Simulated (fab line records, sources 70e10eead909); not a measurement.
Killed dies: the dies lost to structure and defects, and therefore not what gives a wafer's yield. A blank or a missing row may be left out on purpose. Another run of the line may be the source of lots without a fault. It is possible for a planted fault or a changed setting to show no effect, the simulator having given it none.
Chamber matching || flow nand_harc || NHARC_A_SLIT_ETCH_29 on rie_diel-08 has 4 sister chambers
The step etches the open film in CF4/O2, target depth 100 nm, overetch 10 nm, time 55 s. 14 wafers are shown with their chamber, then 7 later ones without.

## EACH WAFER AND ITS CHAMBER
{"wafer": "L075.2", "chamber": 0, "drypump_motor_current_A (A)": 5.4, "rf_vpp_V (V)": 199.0, "rf_fwd_power_W (W)": 297.0}
{"wafer": "L075.5", "chamber": 0, "drypump_motor_current_A (A)": 5.4, "rf_vpp_V (V)": 198.8, "rf_fwd_power_W (W)": 297.2}
{"wafer": "L075.6", "chamber": 2, "drypump_motor_current_A (A)": 6.0, "rf_vpp_V (V)": 195.0, "rf_fwd_power_W (W)": 300.5}
{"wafer": "L079.1", "chamber": 0, "drypump_motor_current_A (A)": 5.4, "rf_vpp_V (V)": 197.9, "rf_fwd_power_W (W)": 296.9}
{"wafer": "L079.3", "chamber": 3, "drypump_motor_current_A (A)": 6.2, "rf_vpp_V (V)": 197.5, "rf_fwd_power_W (W)": 297.4}
{"wafer": "L079.5", "chamber": 2, "drypump_motor_current_A (A)": 6.0, "rf_vpp_V (V)": 195.7, "rf_fwd_power_W (W)": 299.1}
{"wafer": "L080.1", "chamber": 3, "drypump_motor_current_A (A)": 6.2, "rf_vpp_V (V)": 196.7, "rf_fwd_power_W (W)": 296.4}
{"wafer": "L080.2", "chamber": 1, "drypump_motor_current_A (A)": 5.4, "rf_vpp_V (V)": 198.9, "rf_fwd_power_W (W)": 298.8}
{"wafer": "L080.3", "chamber": 0, "drypump_motor_current_A (A)": 5.4, "rf_vpp_V (V)": 199.0, "rf_fwd_power_W (W)": 298.1}
{"wafer": "L082.2", "chamber": 2, "drypump_motor_current_A (A)": 6.0, "rf_vpp_V (V)": 195.3, "rf_fwd_power_W (W)": 300.0}
{"wafer": "L082.4", "chamber": 0, "drypump_motor_current_A (A)": 5.4, "rf_vpp_V (V)": 198.9, "rf_fwd_power_W (W)": 297.6}
{"wafer": "L082.6", "chamber": 0, "drypump_motor_current_A (A)": 5.4, "rf_vpp_V (V)": 197.7, "rf_fwd_power_W (W)": 297.8}
{"wafer": "L087.1", "chamber": 0, "drypump_motor_current_A (A)": 5.4, "rf_vpp_V (V)": 198.1, "rf_fwd_power_W (W)": 297.5}
{"wafer": "L087.2", "chamber": 2, "drypump_motor_current_A (A)": 5.9, "rf_vpp_V (V)": 195.9, "rf_fwd_power_W (W)": 297.7}

SIGNATURES (means of the wafers above)
{"reading": "drypump_motor_current_A", "chamber 0": 5.400, "chamber 1": 5.400, "chamber 2": 5.975, "chamber 3": 6.200, "scatter within a chamber": 0.0274}
{"reading": "rf_vpp_V", "chamber 0": 198.486, "chamber 1": 198.900, "chamber 2": 195.475, "chamber 3": 197.100, "scatter within a chamber": 0.521}
{"reading": "rf_fwd_power_W", "chamber 0": 297.443, "chamber 1": 298.800, "chamber 2": 299.325, "chamber 3": 296.900, "scatter within a chamber": 0.785}
Rule: distance of a wafer from a chamber = root of the sum over the readings of ((wafer's reading minus chamber's mean) / reading's scatter) squared. If the next closest chamber is less than 2 further off than the closest, the wafer can't be placed; otherwise it belongs to the closest. The scatter: take each reading less its chamber's mean, square it, sum over the shown wafers, divide by the number of wafers less the number of chambers, and take the root.

## WAFERS WITH NO CHAMBER GIVEN
{"wafer": "L087.3", "drypump_motor_current_A (A)": 6.2, "rf_vpp_V (V)": 197.1, "rf_fwd_power_W (W)": 295.0}
{"wafer": "L093.2", "drypump_motor_current_A (A)": 6.2, "rf_vpp_V (V)": 196.4, "rf_fwd_power_W (W)": 295.0}
{"wafer": "L093.3", "drypump_motor_current_A (A)": 6.2, "rf_vpp_V (V)": 198.4, "rf_fwd_power_W (W)": 295.5}
{"wafer": "L093.5", "drypump_motor_current_A (A)": 6.2, "rf_vpp_V (V)": 197.9, "rf_fwd_power_W (W)": 295.4}
{"wafer": "L096.2", "drypump_motor_current_A (A)": 5.4, "rf_vpp_V (V)": 197.7, "rf_fwd_power_W (W)": 297.5}
{"wafer": "L096.3", "drypump_motor_current_A (A)": 5.4, "rf_vpp_V (V)": 199.0, "rf_fwd_power_W (W)": 298.6}
{"wafer": "L096.6", "drypump_motor_current_A (A)": 5.4, "rf_vpp_V (V)": 198.2, "rf_fwd_power_W (W)": 296.7}

## WHICH CHAMBER EACH WENT THROUGH
{"wafer": "L087.3", "from the rows above": 3, "in truth": 3}
{"wafer": "L093.2", "from the rows above": 3, "in truth": 3}
{"wafer": "L093.3", "from the rows above": 3, "in truth": 3}
{"wafer": "L093.5", "from the rows above": 3, "in truth": 3}
{"wafer": "L096.2", "from the rows above": "can't be placed: 0 or 1", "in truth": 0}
{"wafer": "L096.3", "from the rows above": "can't be placed: 1 or 0", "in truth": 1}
{"wafer": "L096.6", "from the rows above": "can't be placed: 0 or 1", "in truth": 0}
Placed correctly: 4 of 7. From these rows, 3 cannot be placed; in 3 the true chamber is one of the candidates. Number placed wrongly: 0.
